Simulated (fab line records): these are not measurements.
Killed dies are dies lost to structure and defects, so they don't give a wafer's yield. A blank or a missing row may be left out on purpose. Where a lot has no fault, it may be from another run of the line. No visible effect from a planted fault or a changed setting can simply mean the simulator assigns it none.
Matching of chambers	flow n5_finfet	N5_BEOL_M0_PRE_CLEAN_131 on cvd_co-02 has 3 sister chambers
The step time 15 s. 27 wafers are shown with their chamber, then 12 later ones without.

== EACH WAFER AND ITS CHAMBER ==
wafer	chamber	heater_power_w (W)
L074.2	0	77
L074.5	0	78
L074.6	1	119
L078.1	2	62
L078.3	0	79
L078.5	0	78
L080.3	1	115
L080.5	0	80
L080.6	2	60
L082.1	0	80
L082.3	2	60
L082.4	1	120
L086.1	1	117
L086.4	2	61
L086.6	1	118
L087.2	2	63
L087.3	1	117
L087.5	0	79
L089.2	2	62
L089.4	2	61
L089.5	1	118
L090.1	1	117
L090.4	2	59
L090.5	0	78
L091.1	1	116
L091.4	1	119
L091.6	2	62

SIGNATURES, as means of the wafers listed above
reading	chamber 0	chamber 1	chamber 2	scatter within a chamber
heater_power_w	78.62	117.60	61.11	1.31
Rule: for a wafer and a chamber, the distance is found by dividing, reading by reading, the gap between the wafer's reading and the chamber's mean by the reading's scatter, squaring, summing and taking the root. The wafer belongs to the nearest chamber; if the next one is less than 2 further off, it can't be placed. The scatter: the root of (the sum of the squares of (reading less its chamber's mean) over the shown wafers, divided by (wafers less chambers)).

== WAFERS WITHOUT THEIR CHAMBER ==
wafer	heater_power_w (W)
L092.1	80
L092.2	115
L092.5	61
L093.1	82
L093.3	63
L093.5	81
L096.1	79
L096.2	61
L096.3	116
L095.1	119
L095.2	80
L095.4	62

== WHICH CHAMBER EACH WENT THROUGH ==
wafer	from the rows above	in truth
L092.1	0	0
L092.2	1	1
L092.5	2	2
L093.1	0	0
L093.3	2	2
L093.5	0	0
L096.1	0	0
L096.2	2	2
L096.3	1	1
L095.1	1	1
L095.2	0	0
L095.4	2	2
Correct placement for 12 of the 12. Left unplaced by these rows: 0. Placed wrongly: 0.
